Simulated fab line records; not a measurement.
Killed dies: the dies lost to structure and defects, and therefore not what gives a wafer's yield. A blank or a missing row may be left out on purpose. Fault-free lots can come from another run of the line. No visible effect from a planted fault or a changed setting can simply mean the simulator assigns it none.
Chamber matching / flow n5 finfet / 4 sister chambers for N5_BEOL_M15_DESCUM_15 on rie diel-02
The step chemistry O2, time 7.9 s. 4 wafers are shown with their chamber, then 11 later ones without.

## WAFERS PAIRED WITH THEIR CHAMBERS
wafer=L082.2; chamber=1; throttle valve pct (%)=20.3
wafer=L087.2; chamber=0; throttle valve pct (%)=20.7
wafer=L087.4; chamber=2; throttle valve pct (%)=19.8
wafer=L089.2; chamber=3; throttle valve pct (%)=20.9

## WAFERS WITHOUT THEIR CHAMBER
wafer=L089.4; throttle valve pct (%)=20.7
wafer=L089.6; throttle valve pct (%)=19.9
wafer=L093.3; throttle valve pct (%)=20.3
wafer=L093.4; throttle valve pct (%)=20.7
wafer=L093.5; throttle valve pct (%)=20.9
wafer=L097.1; throttle valve pct (%)=20.3
wafer=L097.4; throttle valve pct (%)=20.9
wafer=L097.5; throttle valve pct (%)=20.9
wafer=L096.1; throttle valve pct (%)=20.9
wafer=L096.2; throttle valve pct (%)=19.9
wafer=L096.3; throttle valve pct (%)=20.3

## EACH ONE'S CHAMBER
wafer=L089.4; from the rows above=0; in truth=0
wafer=L089.6; from the rows above=2; in truth=2
wafer=L093.3; from the rows above=1; in truth=1
wafer=L093.4; from the rows above=0; in truth=0
wafer=L093.5; from the rows above=3; in truth=3
wafer=L097.1; from the rows above=1; in truth=1
wafer=L097.4; from the rows above=3; in truth=3
wafer=L097.5; from the rows above=3; in truth=3
wafer=L096.1; from the rows above=3; in truth=3
wafer=L096.2; from the rows above=2; in truth=2
wafer=L096.3; from the rows above=1; in truth=1
Placed correctly: 11 of 11. Not placeable from these rows: 0. Placed wrongly: 0.
How it was worked out, from the rows above alone: a wafer's distance from a chamber is the root of the sum, over the readings, of the square of ((its reading less the chamber's mean) divided by the reading's scatter). The wafer belongs to the nearest chamber; if the next one is less than 2 further off, it can't be placed. Each chamber's mean is taken over the wafers shown for it. The scatter: root of mean squared gap, hidden wafer to nearest shown wafer, with one shown wafer a chamber.
